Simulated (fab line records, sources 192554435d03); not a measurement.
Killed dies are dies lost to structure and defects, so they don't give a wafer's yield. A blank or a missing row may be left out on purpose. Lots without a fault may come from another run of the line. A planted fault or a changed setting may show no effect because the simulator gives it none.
One fault seen from 2 desks | flow n5_finfet | each desk has only its own numbers; what lay behind them comes last

THE METROLOGY DESK
What the gauges read, lot by lot, whatever tool the lot ran on: means of the sampled wafers that have a number. A lot is out of limits, marked OUT, if its mean lies more than 4 standard deviations from the usual mean; the brackets give that distance. Of its 13 readings 7 are shown: the one that was out of limits first, and those that lie furthest out on some lot.
Columns: A = thk_nm at N5_FIN_SAQP_THK_MEAS_07, usual 60.1 nm; B = cd_nm at N5_FIN_SAQP_CD_MEAS_27, usual 20.35 nm; C = IOFF_N at N5_BEOL_M4_RC_MEAS_101, usual 0.15 nA/um; D = IOFF_P at N5_BEOL_M4_RC_MEAS_101, usual 0.19 nA/um; E = ION_N at N5_BEOL_M4_RC_MEAS_101, usual 677 uA/um; F = ION_P at N5_BEOL_M4_RC_MEAS_101, usual 462 uA/um; G = VT_N at N5_BEOL_M4_RC_MEAS_101, usual 250 mV
lot  | first seen here | A    | B                | C    | D    | E   | F   | G
L861 | day 2 02:59     | 61.1 | 20.24            | 0.13 | 0.19 | 678 | 473 | 251
L863 | day 2 16:28     | 59.3 | 19.99            | 0.13 | 0.17 | 680 | 463 | 251
L865 | day 3 02:56     | 59.6 | 20.44            | 0.12 | 0.16 | 664 | 458 | 254
L866 | day 3 09:39     | 59.7 | 19.36 (-4.1) OUT | 0.14 | 0.16 | 667 | 454 | 251
L869 | day 4 03:20     | 60.2 | 19.18 (-4.9) OUT | 0.15 | 0.19 | 674 | 458 | 251
L876 | day 5 21:06     | 59.4 | 20.57            | 0.17 | 0.22 | 670 | 464 | 250
L878 | day 6 08:50     | 59.3 | 20.19            | 0.14 | 0.18 | 677 | 461 | 252
L881 | day 7 03:50     | 61.7 | 20.24            | 0.23 | 0.26 | 706 | 479 | 244
L883 | day 7 17:08     | 61.4 | 20.43            | 0.19 | 0.23 | 700 | 473 | 245
This desk's finding: out of limits on L866, L869; first on L866, day 3 12:31 (cd_nm at N5_FIN_SAQP_CD_MEAS_27). In limits: L861, L863, L865, L876, L878, L881, L883.

THE TOOL OWNER'S DESK: ald_sin-01
The tool's own readings at N5_FIN_SAQP_SPACER1_ALD_24 (deposits SiO2, target thk 20.3 nm, pulse time 1 s, purge time 2 s): means of the sampled wafers that have a number, for each lot that ran on this tool. A lot is out of limits, marked OUT, if its mean lies more than 4 standard deviations from the usual mean; the brackets give that distance.
Columns: A = chamber_pressure_Torr at N5_FIN_SAQP_SPACER1_ALD_24, usual 2.000 Torr; B = heater_power_w at N5_FIN_SAQP_SPACER1_ALD_24, usual 458 W; C = precursor_pulse_height_rel at N5_FIN_SAQP_SPACER1_ALD_24, usual 0.999
lot  | first seen here | A     | B   | C
L865 | day 3 04:41     | 1.998 | 464 | 0.996
L866 | day 3 11:36     | 1.998 | 461 | 0.975
L869 | day 4 05:11     | 1.999 | 461 | 0.978
L881 | day 7 06:23     | 2.003 | 459 | 0.989
L883 | day 7 19:55     | 2.000 | 455 | 1.013
This desk's finding: nothing out of limits on any of the 5 lots.

PUT TOGETHER
The metrology desk could have raised an alarm at day 3 12:31, on L866, L869.
The tool owner's desk saw nothing out of limits.
The tool owner's desk has L866, L869 on record, within its limits.
Of the lots named, all ran N5_FIN_SAQP_SPACER1_ALD_24 on ald_sin-01.

WHAT THE SIMULATOR HAD PUT IN
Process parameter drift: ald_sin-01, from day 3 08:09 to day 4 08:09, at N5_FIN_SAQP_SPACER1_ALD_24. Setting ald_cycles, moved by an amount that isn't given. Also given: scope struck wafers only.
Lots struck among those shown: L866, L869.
Hours from the fault's start to each desk's first reading out of limits: the metrology desk, 4.
